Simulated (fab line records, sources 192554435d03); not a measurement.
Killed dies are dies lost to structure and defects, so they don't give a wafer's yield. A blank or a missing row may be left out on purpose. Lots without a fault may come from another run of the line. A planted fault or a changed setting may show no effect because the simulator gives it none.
Chamber matching | flow n5_finfet | N5_MOL_CONTACT_COAG_CO_FILL_22 on cvd_co-02: 3 sister chambers
The step material Co, precursor CCTBA/H2, target thk 20 nm. 16 wafers are shown with their chamber, then 8 later ones without.

WAFERS WITH THEIR CHAMBER
wafer  | chamber | heater_power_w (W) | susceptor_temp_C (C)
L078.1 | 1       | 246                | 200.11
L078.2 | 0       | 232                | 199.82
L078.4 | 1       | 245                | 200.19
L080.1 | 2       | 249                | 199.94
L080.2 | 0       | 232                | 200.22
L080.6 | 0       | 232                | 200.11
L083.2 | 1       | 237                | 199.87
L083.3 | 2       | 250                | 200.03
L083.4 | 1       | 229                | 199.89
L084.4 | 2       | 245                | 199.97
L084.5 | 1       | 235                | 199.81
L084.6 | 0       | 235                | 200.01
L087.3 | 1       | 240                | 199.69
L087.4 | 0       | 235                | 200.18
L087.6 | 2       | 262                | 199.87
L090.1 | 0       | 236                | 200.05

SIGNATURES (means of the wafers above)
reading          | chamber 0 | chamber 1 | chamber 2 | scatter within a chamber
heater_power_w   | 233.67    | 238.67    | 251.50    | 5.43
susceptor_temp_C | 200.0650  | 199.9267  | 199.9525  | 0.15
Rule: a wafer's distance from a chamber is the root of the sum, over the readings, of the square of ((its reading less the chamber's mean) divided by the reading's scatter). The wafer belongs to the nearest chamber; if the next one is less than 2 further off, it can't be placed. The scatter: the root of (the sum of the squares of (reading less its chamber's mean) over the shown wafers, divided by (wafers less chambers)).

WAFERS WITHOUT THEIR CHAMBER
wafer  | heater_power_w (W) | susceptor_temp_C (C)
L090.2 | 252                | 200.10
L090.4 | 231                | 199.88
L092.1 | 240                | 200.17
L092.3 | 257                | 199.89
L092.4 | 232                | 199.85
L095.4 | 258                | 199.96
L095.5 | 230                | 199.92
L095.6 | 235                | 200.02

WHICH CHAMBER EACH WENT THROUGH
wafer  | from the rows above          | in truth
L090.2 | can't be placed: 2 or 1      | 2
L090.4 | can't be placed: 0 or 1      | 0
L092.1 | can't be placed: 0 or 1 or 2 | 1
L092.3 | 2                            | 2
L092.4 | can't be placed: 1 or 0      | 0
L095.4 | 2                            | 2
L095.5 | can't be placed: 0 or 1      | 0
L095.6 | can't be placed: 0 or 1      | 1
Placed correctly: 2 of 8. Can't be placed from these rows: 6 (the true chamber is among the candidates in 6). Placed wrongly: 0.
